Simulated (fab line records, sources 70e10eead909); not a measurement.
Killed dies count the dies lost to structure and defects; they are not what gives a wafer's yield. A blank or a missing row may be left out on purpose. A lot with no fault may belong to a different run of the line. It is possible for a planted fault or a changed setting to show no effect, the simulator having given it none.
One fault seen from 2 desks / flow nand_harc / numbers are kept per desk, each desk with only its own; the story behind them comes last

AT THE TOOL OWNER'S DESK: rie_diel-06
The tool's own readings at NHARC_A_CONTACT_ETCH_49 (etches the open film in N2/H2, target depth 260 nm, time 475.3 s): means of the sampled wafers that have a number, for each lot that ran on this tool. A lot is out of limits, marked OUT, if its mean lies more than 4 standard deviations from the usual mean; the brackets give that distance.
Columns: A = drypump_motor_current_A at NHARC_A_CONTACT_ETCH_49, usual 5.8 A; B = oes_product_au at NHARC_A_CONTACT_ETCH_49, usual 0.999 a.u.; C = rf_vpp_V at NHARC_A_CONTACT_ETCH_49, usual 431 V; D = showerhead_plenum_p_Torr at NHARC_A_CONTACT_ETCH_49, usual 2.05 Torr; E = throttle_valve_pct at NHARC_A_CONTACT_ETCH_49, usual 14.171 %
lot=L744; first seen here=day 19 01:45; A=6.2; B=1.001; C=433; D=2.12; E=14.168
lot=L751; first seen here=day 20 10:48; A=6.3; B=1.002; C=433; D=2.08; E=14.174
lot=L753; first seen here=day 21 03:23; A=6.2; B=1.001; C=432; D=2.13; E=14.166
lot=L755; first seen here=day 21 19:20; A=6.3; B=1.003; C=431; D=2.08; E=14.175
This desk found nothing out of limits on any of the 4 lots.

AT THE METROLOGY DESK
Means of the sampled wafers that have a number, per lot and without regard to the tool the lot ran on: this is what the gauges read. A lot is out of limits, marked OUT, if its mean lies more than 4 standard deviations from the usual mean; the brackets give that distance.
Columns: A = cd_nm at NHARC_A_M1_CD_MEAS_09, usual 120.2 nm
lot=L734; first seen here=day 18 00:15; A=120.4
lot=L736; first seen here=day 18 00:34; A=120.1
lot=L737; first seen here=day 18 00:58; A=119.5
lot=L739; first seen here=day 18 09:50; A=120.0
lot=L741; first seen here=day 19 13:18; A=120.0
lot=L744; first seen here=day 20 13:11; A=120.1
lot=L742; first seen here=day 20 13:25; A=120.7
lot=L747; first seen here=day 21 02:32; A=120.9
lot=L751; first seen here=day 22 08:52; A=120.0
lot=L754; first seen here=day 22 09:38; A=119.8
lot=L753; first seen here=day 22 14:15; A=120.2
lot=L755; first seen here=day 23 07:12; A=121.0
lot=L757; first seen here=day 23 17:57; A=119.8
This desk found nothing out of limits on any of the 13 lots.

BROUGHT TOGETHER
The tool owner's desk saw nothing out of limits.
The metrology desk saw nothing out of limits.

WHAT WAS PUT IN BY THE SIMULATOR
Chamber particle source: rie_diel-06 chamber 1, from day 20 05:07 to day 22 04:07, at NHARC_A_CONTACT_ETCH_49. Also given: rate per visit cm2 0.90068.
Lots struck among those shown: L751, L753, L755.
